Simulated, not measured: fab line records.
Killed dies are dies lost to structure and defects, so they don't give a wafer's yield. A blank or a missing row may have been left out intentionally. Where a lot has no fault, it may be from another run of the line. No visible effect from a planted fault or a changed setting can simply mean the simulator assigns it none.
Which tool was responsible? / flow nand_harc / 39 wafers sampled from 13 lots at 1 step of a route of 1159

WHAT EACH GAUGE READ, for each wafer
NHARC_A_WL_FILL_INSPECT_15. Usual: raw_defect_count at 377, with a standard deviation of 120.
lot=L623; measured=day 15 23:08; on=defect_inspect-01; raw_defect_count=340 251 325; flag=
lot=L625; measured=day 16 06:44; on=defect_inspect-01; raw_defect_count=480 406 248; flag=
lot=L624; measured=day 16 06:45; on=defect_inspect-02; raw_defect_count=325 290 238; flag=
lot=L628; measured=day 16 20:48; on=defect_inspect-02; raw_defect_count=393 250 315; flag=
lot=L626; measured=day 16 20:55; on=defect_inspect-02; raw_defect_count=566 666 389; flag=
lot=L627; measured=day 17 07:08; on=defect_inspect-02; raw_defect_count=317 425 379; flag=
lot=L631; measured=day 17 17:16; on=defect_inspect-02; raw_defect_count=262 469 252; flag=
lot=L633; measured=day 18 09:01; on=defect_inspect-01; raw_defect_count=289 337 407; flag=
lot=L632; measured=day 18 13:21; on=defect_inspect-01; raw_defect_count=308 388 536; flag=
lot=L636; measured=day 18 20:56; on=defect_inspect-01; raw_defect_count=532 541 421; flag=
lot=L637; measured=day 19 12:03; on=defect_inspect-01; raw_defect_count=324 382 242; flag=
lot=L634; measured=day 19 12:07; on=defect_inspect-01; raw_defect_count=311 443 438; flag=
lot=L641; measured=day 20 01:36; on=defect_inspect-02; raw_defect_count=580 385 389; flag=

EACH LOT AND THE TOOL THAT RAN IT (in order: tool; ch and the chambers of the sampled wafers; start)
The record shows no process step preceding these readings.

AS READ BY THE TOOLS THEMSELVES (means over the sampled wafers that have a number; for cases with no such wafer, the mark the record gives instead)
The record holds no such reading with a usual standard deviation.

THE ANSWER, worked out from the rows above alone
Rule: a lot is off if the mean of its wafers that have a number lies more than 3 standard deviations from the usual mean. Also off: a lot with no number at a reading for which 4 or more lots have one. The other lots that the step has rows for count as sound. The gauges are gone through in route order, then the tools' own readings, and for those a lot's mean is taken as printed above. The first step at which some lot is off is used, and at that step the reading that is off furthest; a lot without a number counts as furthest.
No lot is off on any of the readings shown, so nothing can be concluded from this.

WHAT THE SIMULATOR HAD INSERTED
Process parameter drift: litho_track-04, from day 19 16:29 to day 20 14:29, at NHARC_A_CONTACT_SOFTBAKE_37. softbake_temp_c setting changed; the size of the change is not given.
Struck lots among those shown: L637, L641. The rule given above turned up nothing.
